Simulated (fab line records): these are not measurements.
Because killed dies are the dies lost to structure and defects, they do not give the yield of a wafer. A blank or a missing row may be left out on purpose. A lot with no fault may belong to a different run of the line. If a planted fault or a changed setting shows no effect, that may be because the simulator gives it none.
Comparing a struck lot with a sound one | flow n5-finfet | 14 steps out of a route of 1938
Sound: wafers L568.2, L568.3, L568.5. The struck wafers were L581.2, L581.3, L581.4. Last of all comes the cause.
Per side, at each step with rows, come the tool, then ch with its chambers, and then its first start. Under that, the readings that differ: sound wafers | struck wafers | difference of the means | sigmas: that difference in standard deviations of wafers without a fault.
alike: a reading whose means differ by less than 2 such deviations, as well as words and numbers matching on both sides. not compared: withheld readings; readings where some wafer has no value; bounds like >300 that might hide an equal value; numbers whose values overlap and for which the record gives no deviation.
Wherever a step has rows on one side only, a row that says differs or no value, or a row with sigmas, the two part there. Numbers that don't overlap but have no deviation are shown without sigmas and don't part them. Lack of a reading on every wafer of one side parts them only where that side has two or more wafers.

N5_BEOL_M0_SAQP_CUT_ETCH_46: etches SOC in N2/H2, target depth 135 nm, overetch 27 nm, time 202.5 s.
  sound on rie-diel-05 ch 2,3, day 8 00:01; struck on rie-diel-04 ch 0,1,3, day 10 20:34
  alike: drypump-motor-current-A, h2-flow-sccm, n2-flow-sccm, rf-vpp-V, showerhead-plenum-p-Torr, throttle-valve-pct
  not compared: rf-hours-counter-h
then, 2 steps without rows for these wafers: N5_BEOL_M0_SAQP_STRIP_74 (strips in N2/H2); N5_BEOL_M0_SAQP_STRIP_89 (strips in N2/H2).
N5_BEOL_M0_SAQP_ALD_48: deposits SiO2, target thk 20 nm, pulse time 1 s, co reactant pulse time 1 s.
  sound on ald-sin-02 ch 1,2,3, day 8 00:22; struck on ald-sin-02 ch 0,2,3, day 10 20:46
  alike: heater-power-w, precursor-pulse-height-rel
N5_BEOL_M0_SAQP_ETCH_49: etches SiO2 in CF4/O2, target depth 37 nm.
  sound on rie-diel-03 ch 0,1,2, day 8 00:54; struck on rie-diel-03 ch 0,2,3, day 10 21:18
  alike: drypump-motor-current-A, oes_o_777_au, oes-product-au, rf-vpp-V, showerhead-plenum-p-Torr, throttle-valve-pct
  not compared: rf-hours-counter-h
N5_BEOL_M0_SAQP_STRIP_75: strips in CF4.
  sound on rie-diel-03 ch 0,1,2, day 8 01:00; struck on rie-diel-03 ch 0,2,3, day 10 21:24
  alike: drypump-motor-current-A, oes-product-au, rf-vpp-V, showerhead-plenum-p-Torr, throttle-valve-pct
  not compared: rf-hours-counter-h
then, 6 steps without rows for these wafers: N5_BEOL_M0_CUTY_COAT_50 (time 60 s, resist thk 15 nm); N5_BEOL_M0_CUTY_COAT_51 (resist thk 150 nm); N5_BEOL_M0_CUTY_EBR_52; N5_BEOL_M0_CUTY_SOFTBAKE_53 (time 60 s); N5_BEOL_M0_CUTY_EXPOSE_54 (exposes mask M0 ABLK); N5_BEOL_M0_CUTY_PEB_55 (peb time 60 s).
N5_BEOL_M0_CUTY_DEVELOP_56: develop time 30 s.
  sound on litho-track-01 ch 0, day 8 01:20; struck on litho-track-02, day 10 21:44
  no value came back on the struck wafers for chill-plate-temp-C (C), develop-time-s (s); on the sound wafers chill-plate-temp-C (C) reads 23.12 23.13 23.02
  reading                                                 | sound             | struck          | difference | sigmas
  model.CAR-ArF-block_of_BEOL_M0_CUTY_COAT_51.thk-nm (nm) | 148.6 148.2 148.4 | 150 149.8 150.4 | +2         |
N5_BEOL_M0_CUTY_CD_MEAS_57: the cd target is 200 nm.
  sound on cd-sem-01 ch 0, day 8 01:23; struck on cd-sem-02 ch 0, day 10 21:47
  reading    | sound             | struck | difference                    | sigmas
  cd-nm (nm) | 199.6 200.7 198.5 | - - -  | no value on the struck wafers |

WHERE THEY PART
Earliest at N5_BEOL_M0_CUTY_DEVELOP_56; latest, in this record, at N5_BEOL_M0_CUTY_CD_MEAS_57.

WHY: what the simulator had put in
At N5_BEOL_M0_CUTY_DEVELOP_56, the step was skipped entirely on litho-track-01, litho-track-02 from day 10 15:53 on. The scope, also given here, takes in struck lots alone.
